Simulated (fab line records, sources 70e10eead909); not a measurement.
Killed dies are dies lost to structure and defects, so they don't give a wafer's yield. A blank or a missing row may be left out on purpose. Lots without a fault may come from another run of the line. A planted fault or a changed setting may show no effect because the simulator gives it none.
A struck lot beside a sound one | flow nand_harc | 39 steps out of a route of 1302
Sound: wafers L297.3, L297.5, L297.6. Struck: wafers L307.3, L307.5. (L307.1 of the same lot was not struck and is left out.) The cause comes at the end.
At each step with rows: each side's tool, then ch and its chambers, then its first start. Under that, the readings that differ: sound wafers | struck wafers | difference of the means | sigmas: that difference in standard deviations of wafers without a fault.
alike: readings whose means differ by less than 2 such deviations, and words and numbers that are the same on both sides. not compared: withheld readings, readings that some wafer has no value for, bounds like >300 that may hide the same value, and numbers for which the record gives no deviation and whose values overlap.
The two part at a step that has a row with sigmas, a row that says differs or no value, or rows on one side only. Numbers that don't overlap but have no deviation are shown without sigmas and don't part them. A reading that every wafer of one side lacks parts them only if that side has two wafers or more.

first, 2 steps without rows for these wafers: NHARC_P_BONDPAD_HARDBAKE_10 (time 65 s); NHARC_P_BONDPAD_DESCUM_11 (chemistry O2, time 3 s).
NHARC_P_BONDPAD_ETCH_37: etches the open film in N2/H2, target depth 60 nm, overetch 18 nm, time 65.91 s.
  sound on rie_diel-01 ch 0,1,2, day 8 01:43; struck on rie_diel-05 ch 0,2, day 11 21:56
  alike: drypump_motor_current_A, mfc_ar_sccm, oes_product_au, rf_vpp_V, showerhead_plenum_p_Torr, throttle_valve_pct
  not compared: rf_hours_counter_h
then, 1 step without rows for these wafers: NHARC_P_BONDPAD_ETCH_12 (etches the open film in CHF3/O2, target depth 200 nm, time 100 s).
NHARC_P_BONDPAD_CD_MEAS_13:
  sound on cd_sem-02, day 8 01:58; struck on cd_sem-03, day 11 22:10
  alike: cd_nm
then, 6 steps without rows for these wafers: NHARC_P_BONDPAD_STRIP_15 (strips in O2); NHARC_P_BONDPAD_ETCH_24 (etches the open film in CF4/N2, target depth 30 nm, time 72.99 s); NHARC_P_BONDPAD_STRIP_16 (strips in post etch residue remover, time 600 s); NHARC_P_BONDPAD_DEGAS_25 (time 60 s); NHARC_P_BONDPAD_PRE_CLEAN_26 (time 30 s); NHARC_P_BONDPAD_PVD_17 (deposits TaN, target thk 5 nm, time 8.06 s).
NHARC_P_BONDPAD_PVD_27: deposits Cu, target thk 30 nm, time 20.49 s.
  sound on pvd_sputter-02; struck on pvd_sputter-03
  alike: throttle_valve_pct
NHARC_P_BONDPAD_ECD_18: material Cu, target thk 400 nm.
  sound on ecd_cu-02 ch 0,1, day 8 03:02; struck on ecd_cu-01 ch 1, day 11 23:09
  alike: bath_heat_duty_pct
NHARC_P_BONDPAD_ANNEAL_28: time 90 s.
  sound on rtp_anneal-01 ch 0, day 8 03:25; struck on rtp_anneal-02 ch 0, day 11 23:31
  alike: wafer_temp_C_max
NHARC_P_BONDPAD_CMP_19: polishes, t overpolish 30 s, cu recess touch 16 s, target thk 160.81 nm.
  sound on cmp-02 ch 1,2, day 8 03:41; struck on cmp-01 ch 0,2, day 11 23:55
  alike: motor_current_A, overpolish_run_s
NHARC_P_BONDPAD_THK_MEAS_20: measures by xrf.
  sound on film_metro-02, day 8 03:59; struck on film_metro-01, day 12 00:11
  alike: thk_nm
then, 15 steps without rows for these wafers: NHARC_P_BONDPAD_SRD_21 (time 30 s, dry time 20 s); NHARC_P_BONDPAD_ACTIVATE_29 (chemistry N2, time 60 s); NHARC_P_BONDPAD_PRECLEAN_30 (cleans in DIW, time 300 s); NHARC_P_BONDPAD_SRD_31 (time 30 s, dry time 20 s); NHARC_A_ZERO_WELL_PRECLEAN_00 (cleans in SPM, time 600 s); NHARC_A_ZERO_WELL_SRD_01; NHARC_A_ZERO_WELL_DEHYDRATE_02 (time 120 s); NHARC_A_ZERO_WELL_HMDS_03 (time 30 s); NHARC_A_ZERO_WELL_COAT_18 (time 65 s); NHARC_A_ZERO_WELL_COAT_04 (resist thk 600 nm); NHARC_A_ZERO_WELL_SOFTBAKE_05 (time 70 s); NHARC_A_ZERO_WELL_EBR_06; NHARC_A_ZERO_WELL_EXPOSE_07 (exposes mask A ZERO); NHARC_A_ZERO_WELL_PEB_08 (peb time 80 s); NHARC_A_ZERO_WELL_DEVELOP_09 (time 50 s).
NHARC_A_ZERO_WELL_CD_MEAS_10: target cd 2000 nm.
  sound on cd_sem-01 ch 0, day 8 05:30; struck on cd_sem-02 ch 0, day 12 01:43
  alike: cd_nm
then, 2 steps without rows for these wafers: NHARC_A_ZERO_WELL_HARDBAKE_11 (time 65 s); NHARC_A_ZERO_WELL_DESCUM_12 (chemistry O2, time 3 s).
NHARC_A_ZERO_WELL_ETCH_19: etches the open film in N2/H2, target depth 80 nm, overetch 24 nm, time 87.88 s.
  sound on rie_diel-10 ch 0,1,3, day 8 05:46; struck on rie_diel-09 ch 1,2, day 12 01:58
  alike: drypump_motor_current_A, mfc_ar_sccm, oes_product_au, rf_vpp_V, showerhead_plenum_p_Torr, throttle_valve_pct
  not compared: rf_hours_counter_h
then, 2 steps without rows for these wafers: NHARC_A_ZERO_WELL_ETCH_13 (etches the open film in HBr/Cl2, target depth 120 nm, time 40.1 s); NHARC_A_ZERO_WELL_STRIP_14 (strips in SPM, time 900 s).
-- the record jumps here: 17 days lie between the struck wafers' starts before and after (it left off in module A_ZERO_WELL and takes up again in module THIN_TSV, whose first step shown is number 1244 of the route) --
NHARC_THIN_TSV_GRIND_00:
  sound on grinder-01 ch 0, day 24 11:13; struck on grinder-01 ch 0, day 29 06:23
  reading | sound | struck                                            | difference                   | sigmas
  hold    | - - - | await_dispo/2.4h/release await_dispo/2.4h/release | no value on the sound wafers |
  alike: motor_current_A
NHARC_END_SORT_01:
  sound on prober-01 ch 0, day 25 06:26; struck on prober-02 ch 0, day 30 04:38
  reading                  | sound          | struck                                            | difference                   | sigmas
  hold                     | - - -          | await_dispo/2.3h/release await_dispo/2.3h/release | no value on the sound wafers |
  defect_limited_yield (%) | 88.3 86.9 87.0 | 59.7 64.5                                         | -25.3                        | -8
  killed_at_array          | 74 85 85       | 41 36                                             | -43                          | -2
  killed_at_periphery      | 3 2 3          | 232 204                                           | +215                         | +77
  killed_dies              | 79 89 88       | 273 240                                           | +171                         | +9
  alike: killed_at_other, killed_open, killed_short

WHERE THEY PART
First at NHARC_THIN_TSV_GRIND_00; last, within this record, at NHARC_END_SORT_01.

WHY: what the simulator had put in
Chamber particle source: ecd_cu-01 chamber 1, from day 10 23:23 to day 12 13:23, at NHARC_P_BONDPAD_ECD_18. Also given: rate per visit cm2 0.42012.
